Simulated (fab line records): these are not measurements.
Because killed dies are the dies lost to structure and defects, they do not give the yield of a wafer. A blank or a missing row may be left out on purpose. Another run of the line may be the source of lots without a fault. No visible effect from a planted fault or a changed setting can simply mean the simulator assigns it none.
What tool caused it? / flow nandHarc / Sampling: 22 lots, 66 wafers, 3 of 1159 route steps

== WHAT THE GAUGES SHOWED, per wafer ==
NHARC_P_M0_OVL_MEAS_10: pitch 180 nm. Usual: overlayXNm -0.2 nm, standard deviation 0.86; overlayYNm 0.0 nm, standard deviation 0.78.
lot=L074; measured=day 5 15:10; on=overlay-02; overlayXNm (nm)=-0.1 -0.5 -0.6; overlayYNm (nm)=0.0 0.2 -0.4; flag=
lot=L075; measured=day 6 01:13; on=overlay-01; overlayXNm (nm)=0.3 -0.3 -0.4; overlayYNm (nm)=0.4 0.3 0.7; flag=
lot=L076; measured=day 6 14:59; on=overlay-01; overlayXNm (nm)=0.4 -0.3 -0.3; overlayYNm (nm)=-0.3 -0.2 0.0; flag=
lot=L078; measured=day 6 23:46; on=overlay-02; overlayXNm (nm)=0.7 0.4 0.8; overlayYNm (nm)=0.2 1.1 0.4; flag=
lot=L079; measured=day 6 23:57; on=overlay-02; overlayXNm (nm)=-0.3 -1.2 -0.1; overlayYNm (nm)=0.5 -0.4 0.0; flag=
lot=L080; measured=day 7 20:55; on=overlay-01; overlayXNm (nm)=-1.5 -1.3 -0.9; overlayYNm (nm)=0.1 0.1 -0.8; flag=
lot=L082; measured=day 7 21:28; on=overlay-01; overlayXNm (nm)=1.5 1.9 1.3; overlayYNm (nm)=0.6 0.4 1.1; flag=
lot=L081; measured=day 7 21:37; on=overlay-01; overlayXNm (nm)=0.1 0.0 0.1; overlayYNm (nm)=-0.4 -0.7 -0.2; flag=
lot=L083; measured=day 8 05:17; on=overlay-02; overlayXNm (nm)=-1.2 -0.8 -1.1; overlayYNm (nm)=0.3 0.3 -0.2; flag=
lot=L084; measured=day 8 14:38; on=overlay-02; overlayXNm (nm)=-0.5 -0.2 -0.2; overlayYNm (nm)=0.2 0.1 0.4; flag=
lot=L085; measured=day 8 23:28; on=overlay-02; overlayXNm (nm)=-0.3 -0.8 -0.8; overlayYNm (nm)=0.0 0.0 0.0; flag=
lot=L087; measured=day 9 11:27; on=overlay-01; overlayXNm (nm)=1.5 0.5 1.3; overlayYNm (nm)=0.8 1.1 1.4; flag=
lot=L089; measured=day 9 11:59; on=overlay-02; overlayXNm (nm)=-1.0 -0.7 -1.0; overlayYNm (nm)=0.2 0.6 0.3; flag=
lot=L088; measured=day 9 12:32; on=overlay-01; overlayXNm (nm)=0.3 0.1 -0.1; overlayYNm (nm)=1.7 1.1 1.0; flag=
lot=L090; measured=day 9 19:51; on=overlay-01; overlayXNm (nm)=-0.1 -0.5 -0.8; overlayYNm (nm)=0.7 0.4 0.0; flag=
lot=L091; measured=day 9 21:30; on=overlay-02; overlayXNm (nm)=-0.1 -0.4 -0.1; overlayYNm (nm)=-1.4 -1.2 -1.5; flag=
lot=L093; measured=day 10 17:58; on=overlay-02; overlayXNm (nm)=-0.2 0.3 0.4; overlayYNm (nm)=0.7 1.4 0.9; flag=
lot=L092; measured=day 10 18:29; on=overlay-01; overlayXNm (nm)=1.0 0.7 0.6; overlayYNm (nm)=0.2 0.2 -0.3; flag=
lot=L095; measured=day 10 19:28; on=overlay-01; overlayXNm (nm)=-0.8 -1.0 -0.8; overlayYNm (nm)=1.0 0.5 1.0; flag=
lot=L094; measured=day 10 21:13; on=overlay-02; overlayXNm (nm)=-1.4 -1.0 -1.2; overlayYNm (nm)=-0.6 -1.0 -1.0; flag=
lot=L096; measured=day 11 05:14; on=overlay-02; overlayXNm (nm)=-0.2 -0.8 -0.1; overlayYNm (nm)=-1.0 -0.8 -0.3; flag=
lot=L097; measured=day 11 05:54; on=overlay-02; overlayXNm (nm)=-0.2 -0.6 -0.7; overlayYNm (nm)=-1.7 -2.0 -1.3; flag=

== WHICH TOOL RAN EACH LOT (tool, then ch and the chambers of the sampled wafers, then the start) ==
lot=L074; NHARC_P_CONTACT_DESCUM_17=rieDiel-03 ch 1,2, day 5 11:06; NHARC_P_CONTACT_STRIP_28=rieDiel-08 ch 0,1,3, day 5 12:04
lot=L075; NHARC_P_CONTACT_DESCUM_17=rieDiel-03 ch 0,1,2, day 5 18:03; NHARC_P_CONTACT_STRIP_28=rieDiel-03 ch 0,1,3, day 5 18:59
lot=L076; NHARC_P_CONTACT_DESCUM_17=rieDiel-03 ch 1,2, day 6 06:09; NHARC_P_CONTACT_STRIP_28=rieDiel-12 ch 1,2,3, day 6 07:08
lot=L078; NHARC_P_CONTACT_DESCUM_17=rieDiel-03 ch 0,1,3, day 6 16:16; NHARC_P_CONTACT_STRIP_28=rieDiel-03 ch 1,2,3, day 6 17:15
lot=L079; NHARC_P_CONTACT_DESCUM_17=rieDiel-12 ch 0,2,3, day 6 16:49; NHARC_P_CONTACT_STRIP_28=rieDiel-08 ch 0,1,3, day 6 17:46
lot=L080; NHARC_P_CONTACT_DESCUM_17=rieDiel-03 ch 0,2,3, day 7 09:04; NHARC_P_CONTACT_STRIP_28=rieDiel-03 ch 0,1,2, day 7 10:02
lot=L082; NHARC_P_CONTACT_DESCUM_17=rieDiel-12 ch 1,3, day 7 09:26; NHARC_P_CONTACT_STRIP_28=rieDiel-03 ch 1,2,3, day 7 10:25
lot=L081; NHARC_P_CONTACT_DESCUM_17=rieDiel-12 ch 0,3, day 7 10:08; NHARC_P_CONTACT_STRIP_28=rieDiel-08 ch 0,1,3, day 7 11:07
lot=L083; NHARC_P_CONTACT_DESCUM_17=rieDiel-03 ch 0,1, day 8 00:40; NHARC_P_CONTACT_STRIP_28=rieDiel-03 ch 2,3, day 8 02:05
lot=L084; NHARC_P_CONTACT_DESCUM_17=rieDiel-12 ch 0,1, day 8 06:28; NHARC_P_CONTACT_STRIP_28=rieDiel-03 ch 0,1,3, day 8 07:26
lot=L085; NHARC_P_CONTACT_DESCUM_17=rieDiel-12 ch 1,3, day 8 19:22; NHARC_P_CONTACT_STRIP_28=rieDiel-12 ch 0,3, day 8 20:19
lot=L087; NHARC_P_CONTACT_DESCUM_17=rieDiel-03 ch 1,2, day 9 00:31; NHARC_P_CONTACT_STRIP_28=rieDiel-12 ch 2,3, day 9 01:28
lot=L089; NHARC_P_CONTACT_DESCUM_17=rieDiel-03 ch 1,2,3, day 9 02:32; NHARC_P_CONTACT_STRIP_28=rieDiel-12 ch 1,2,3, day 9 03:31
lot=L088; NHARC_P_CONTACT_DESCUM_17=rieDiel-03 ch 0,1,3, day 9 03:32; NHARC_P_CONTACT_STRIP_28=rieDiel-12 ch 0,3, day 9 04:29
lot=L090; NHARC_P_CONTACT_DESCUM_17=rieDiel-03 ch 0,2,3, day 9 15:29; NHARC_P_CONTACT_STRIP_28=rieDiel-03 ch 0,1,3, day 9 16:26
lot=L091; NHARC_P_CONTACT_DESCUM_17=rieDiel-03 ch 2,3, day 9 17:07; NHARC_P_CONTACT_STRIP_28=rieDiel-08 ch 0,3, day 9 18:05
lot=L093; NHARC_P_CONTACT_DESCUM_17=rieDiel-03 ch 0,1,3, day 10 10:01; NHARC_P_CONTACT_STRIP_28=rieDiel-12 ch 1,2,3, day 10 11:10
lot=L092; NHARC_P_CONTACT_DESCUM_17=rieDiel-03 ch 0,1,3, day 10 10:11; NHARC_P_CONTACT_STRIP_28=rieDiel-03 ch 1,2, day 10 11:17
lot=L095; NHARC_P_CONTACT_DESCUM_17=rieDiel-12 ch 2,3, day 10 15:23; NHARC_P_CONTACT_STRIP_28=rieDiel-12 ch 0,2,3, day 10 16:22
lot=L094; NHARC_P_CONTACT_DESCUM_17=rieDiel-03 ch 1,2,3, day 10 16:46; NHARC_P_CONTACT_STRIP_28=rieDiel-12 ch 0,2,3, day 10 17:58
lot=L096; NHARC_P_CONTACT_DESCUM_17=rieDiel-12 ch 0,1,2, day 11 01:12; NHARC_P_CONTACT_STRIP_28=rieDiel-12 ch 1,2, day 11 02:09
lot=L097; NHARC_P_CONTACT_DESCUM_17=rieDiel-03 ch 1,2, day 11 01:38; NHARC_P_CONTACT_STRIP_28=rieDiel-08 ch 0,1, day 11 02:35
- NHARC_P_CONTACT_DESCUM_17: chemistry O2, time 3 s.
- NHARC_P_CONTACT_STRIP_28: strips in O2.

== WHAT THE TOOLS THEMSELVES READ (means of the sampled wafers that have a number; where no wafer has one, the mark that the record gives instead) ==
NHARC_P_CONTACT_DESCUM_17. Usual: drypumpMotorCurrentA 5.4 A, standard deviation 0.52; oesProductAu 1.000 a.u., standard deviation 0.0069; rfVppV 57.6 V, standard deviation 0.98; showerheadPlenumPTorr 1.88 Torr, standard deviation 0.088; throttleValvePct 11.311 %, standard deviation 0.0089.
lot=L074; tool=rieDiel-03; drypumpMotorCurrentA (A)=5.4; oesProductAu (a.u.)=1.003; rfVppV (V)=57.2; showerheadPlenumPTorr (Torr)=1.83; throttleValvePct (%)=11.308; flag=
lot=L075; tool=rieDiel-03; drypumpMotorCurrentA (A)=5.1; oesProductAu (a.u.)=1.003; rfVppV (V)=57.0; showerheadPlenumPTorr (Torr)=1.90; throttleValvePct (%)=11.310; flag=
lot=L076; tool=rieDiel-03; drypumpMotorCurrentA (A)=5.4; oesProductAu (a.u.)=1.006; rfVppV (V)=58.0; showerheadPlenumPTorr (Torr)=1.83; throttleValvePct (%)=11.323; flag=
lot=L078; tool=rieDiel-03; drypumpMotorCurrentA (A)=5.0; oesProductAu (a.u.)=0.997; rfVppV (V)=57.5; showerheadPlenumPTorr (Torr)=1.90; throttleValvePct (%)=11.312; flag=
lot=L079; tool=rieDiel-12; drypumpMotorCurrentA (A)=5.8; oesProductAu (a.u.)=1.000; rfVppV (V)=58.0; showerheadPlenumPTorr (Torr)=1.89; throttleValvePct (%)=11.308; flag=
lot=L080; tool=rieDiel-03; drypumpMotorCurrentA (A)=5.4; oesProductAu (a.u.)=0.998; rfVppV (V)=57.6; showerheadPlenumPTorr (Torr)=1.85; throttleValvePct (%)=11.307; flag=
lot=L082; tool=rieDiel-12; drypumpMotorCurrentA (A)=6.1; oesProductAu (a.u.)=0.996; rfVppV (V)=57.8; showerheadPlenumPTorr (Torr)=1.86; throttleValvePct (%)=11.315; flag=
lot=L081; tool=rieDiel-12; drypumpMotorCurrentA (A)=5.7; oesProductAu (a.u.)=1.001; rfVppV (V)=58.0; showerheadPlenumPTorr (Torr)=1.88; throttleValvePct (%)=11.308; flag=
lot=L083; tool=rieDiel-03; drypumpMotorCurrentA (A)=4.8; oesProductAu (a.u.)=1.002; rfVppV (V)=58.2; showerheadPlenumPTorr (Torr)=1.96; throttleValvePct (%)=11.311; flag=
lot=L084; tool=rieDiel-12; drypumpMotorCurrentA (A)=5.4; oesProductAu (a.u.)=0.997; rfVppV (V)=57.5; showerheadPlenumPTorr (Torr)=1.95; throttleValvePct (%)=11.314; flag=
lot=L085; tool=rieDiel-12; drypumpMotorCurrentA (A)=5.7; oesProductAu (a.u.)=0.994; rfVppV (V)=58.0; showerheadPlenumPTorr (Torr)=1.94; throttleValvePct (%)=11.310; flag=
lot=L087; tool=rieDiel-03; drypumpMotorCurrentA (A)=5.0; oesProductAu (a.u.)=1.005; rfVppV (V)=57.8; showerheadPlenumPTorr (Torr)=1.87; throttleValvePct (%)=11.313; flag=
lot=L089; tool=rieDiel-03; drypumpMotorCurrentA (A)=5.3; oesProductAu (a.u.)=0.996; rfVppV (V)=57.2; showerheadPlenumPTorr (Torr)=1.83; throttleValvePct (%)=11.312; flag=
lot=L088; tool=rieDiel-03; drypumpMotorCurrentA (A)=5.0; oesProductAu (a.u.)=0.990; rfVppV (V)=58.1; showerheadPlenumPTorr (Torr)=1.89; throttleValvePct (%)=11.305; flag=
lot=L090; tool=rieDiel-03; drypumpMotorCurrentA (A)=5.4; oesProductAu (a.u.)=1.005; rfVppV (V)=56.9; showerheadPlenumPTorr (Torr)=1.85; throttleValvePct (%)=11.319; flag=
lot=L091; tool=rieDiel-03; drypumpMotorCurrentA (A)=5.7; oesProductAu (a.u.)=1.005; rfVppV (V)=56.8; showerheadPlenumPTorr (Torr)=1.78; throttleValvePct (%)=11.308; flag=
lot=L093; tool=rieDiel-03; drypumpMotorCurrentA (A)=5.0; oesProductAu (a.u.)=1.005; rfVppV (V)=57.5; showerheadPlenumPTorr (Torr)=1.89; throttleValvePct (%)=11.301; flag=
lot=L092; tool=rieDiel-03; drypumpMotorCurrentA (A)=5.0; oesProductAu (a.u.)=0.998; rfVppV (V)=57.2; showerheadPlenumPTorr (Torr)=1.89; throttleValvePct (%)=11.316; flag=
lot=L095; tool=rieDiel-12; drypumpMotorCurrentA (A)=6.1; oesProductAu (a.u.)=0.997; rfVppV (V)=57.2; showerheadPlenumPTorr (Torr)=1.84; throttleValvePct (%)=11.308; flag=
lot=L094; tool=rieDiel-03; drypumpMotorCurrentA (A)=5.3; oesProductAu (a.u.)=1.003; rfVppV (V)=57.5; showerheadPlenumPTorr (Torr)=1.83; throttleValvePct (%)=11.309; flag=
lot=L096; tool=rieDiel-12; drypumpMotorCurrentA (A)=5.4; oesProductAu (a.u.)=1.002; rfVppV (V)=58.1; showerheadPlenumPTorr (Torr)=1.96; throttleValvePct (%)=11.312; flag=
lot=L097; tool=rieDiel-03; drypumpMotorCurrentA (A)=5.0; oesProductAu (a.u.)=1.003; rfVppV (V)=57.7; showerheadPlenumPTorr (Torr)=1.87; throttleValvePct (%)=11.308; flag=

NHARC_P_CONTACT_STRIP_28. Usual: drypumpMotorCurrentA 5.5 A, standard deviation 0.49; oesProductAu 1.000 a.u., standard deviation 0.0071; rfVppV 57.6 V, standard deviation 0.91; showerheadPlenumPTorr 3.51 Torr, standard deviation 0.14; throttleValvePct 17.037 %, standard deviation 0.0091.
lot=L074; tool=rieDiel-08; drypumpMotorCurrentA (A)=5.6; oesProductAu (a.u.)=0.991; rfVppV (V)=58.5; showerheadPlenumPTorr (Torr)=3.61; throttleValvePct (%)=17.032; flag=
lot=L075; tool=rieDiel-03; drypumpMotorCurrentA (A)=5.0; oesProductAu (a.u.)=0.996; rfVppV (V)=58.1; showerheadPlenumPTorr (Torr)=3.50; throttleValvePct (%)=17.032; flag=
lot=L076; tool=rieDiel-12; drypumpMotorCurrentA (A)=5.8; oesProductAu (a.u.)=1.003; rfVppV (V)=58.1; showerheadPlenumPTorr (Torr)=3.53; throttleValvePct (%)=17.034; flag=
lot=L078; tool=rieDiel-03; drypumpMotorCurrentA (A)=5.3; oesProductAu (a.u.)=1.014; rfVppV (V)=57.3; showerheadPlenumPTorr (Torr)=3.39; throttleValvePct (%)=17.035; flag=
lot=L079; tool=rieDiel-08; drypumpMotorCurrentA (A)=5.6; oesProductAu (a.u.)=1.004; rfVppV (V)=57.4; showerheadPlenumPTorr (Torr)=3.61; throttleValvePct (%)=17.047; flag=
lot=L080; tool=rieDiel-03; drypumpMotorCurrentA (A)=5.1; oesProductAu (a.u.)=1.003; rfVppV (V)=57.2; showerheadPlenumPTorr (Torr)=3.50; throttleValvePct (%)=17.037; flag=
lot=L082; tool=rieDiel-03; drypumpMotorCurrentA (A)=5.3; oesProductAu (a.u.)=1.005; rfVppV (V)=57.4; showerheadPlenumPTorr (Torr)=3.39; throttleValvePct (%)=17.046; flag=
lot=L081; tool=rieDiel-08; drypumpMotorCurrentA (A)=5.6; oesProductAu (a.u.)=0.998; rfVppV (V)=57.6; showerheadPlenumPTorr (Torr)=3.60; throttleValvePct (%)=17.033; flag=
lot=L083; tool=rieDiel-03; drypumpMotorCurrentA (A)=5.7; oesProductAu (a.u.)=1.008; rfVppV (V)=57.1; showerheadPlenumPTorr (Torr)=3.30; throttleValvePct (%)=17.037; flag=
lot=L084; tool=rieDiel-03; drypumpMotorCurrentA (A)=5.1; oesProductAu (a.u.)=1.005; rfVppV (V)=57.3; showerheadPlenumPTorr (Torr)=3.50; throttleValvePct (%)=17.037; flag=
lot=L085; tool=rieDiel-12; drypumpMotorCurrentA (A)=6.1; oesProductAu (a.u.)=0.991; rfVppV (V)=57.4; showerheadPlenumPTorr (Torr)=3.39; throttleValvePct (%)=17.041; flag=
lot=L087; tool=rieDiel-12; drypumpMotorCurrentA (A)=6.1; oesProductAu (a.u.)=1.005; rfVppV (V)=56.6; showerheadPlenumPTorr (Torr)=3.41; throttleValvePct (%)=17.030; flag=
lot=L089; tool=rieDiel-12; drypumpMotorCurrentA (A)=5.8; oesProductAu (a.u.)=1.000; rfVppV (V)=57.1; showerheadPlenumPTorr (Torr)=3.53; throttleValvePct (%)=17.041; flag=
lot=L088; tool=rieDiel-12; drypumpMotorCurrentA (A)=6.1; oesProductAu (a.u.)=1.003; rfVppV (V)=57.4; showerheadPlenumPTorr (Torr)=3.39; throttleValvePct (%)=17.036; flag=
lot=L090; tool=rieDiel-03; drypumpMotorCurrentA (A)=5.1; oesProductAu (a.u.)=0.999; rfVppV (V)=57.1; showerheadPlenumPTorr (Torr)=3.50; throttleValvePct (%)=17.032; flag=
lot=L091; tool=rieDiel-08; drypumpMotorCurrentA (A)=5.8; oesProductAu (a.u.)=1.000; rfVppV (V)=57.6; showerheadPlenumPTorr (Torr)=3.53; throttleValvePct (%)=17.038; flag=
lot=L093; tool=rieDiel-12; drypumpMotorCurrentA (A)=5.8; oesProductAu (a.u.)=0.997; rfVppV (V)=57.5; showerheadPlenumPTorr (Torr)=3.53; throttleValvePct (%)=17.039; flag=
lot=L092; tool=rieDiel-03; drypumpMotorCurrentA (A)=5.4; oesProductAu (a.u.)=1.008; rfVppV (V)=57.1; showerheadPlenumPTorr (Torr)=3.38; throttleValvePct (%)=17.034; flag=
lot=L095; tool=rieDiel-12; drypumpMotorCurrentA (A)=5.8; oesProductAu (a.u.)=1.005; rfVppV (V)=57.3; showerheadPlenumPTorr (Torr)=3.48; throttleValvePct (%)=17.041; flag=
lot=L094; tool=rieDiel-12; drypumpMotorCurrentA (A)=5.8; oesProductAu (a.u.)=0.996; rfVppV (V)=57.4; showerheadPlenumPTorr (Torr)=3.48; throttleValvePct (%)=17.037; flag=
lot=L096; tool=rieDiel-12; drypumpMotorCurrentA (A)=5.5; oesProductAu (a.u.)=1.005; rfVppV (V)=57.0; showerheadPlenumPTorr (Torr)=3.65; throttleValvePct (%)=17.029; flag=
lot=L097; tool=rieDiel-08; drypumpMotorCurrentA (A)=5.7; oesProductAu (a.u.)=0.999; rfVppV (V)=57.6; showerheadPlenumPTorr (Torr)=3.66; throttleValvePct (%)=17.043; flag=

== THE ANSWER, worked out from the rows above alone ==
Rule: take the mean of a lot's wafers that have a number; if it is more than 3 standard deviations from the usual mean, the lot is off. Also off: a lot with no number at a reading for which 4 or more lots have one. Any other lot the step has rows for is counted as sound. After the gauges, taken in route order, come the tools' own readings; for these a lot's mean is taken, as printed above. At the first step where some lot is off, the reading lying furthest off is the one used; lots without a number count as furthest.
None of the lots is off at any reading shown; this tells nothing.

== WHAT HAD BEEN PUT IN BY THE SIMULATOR ==
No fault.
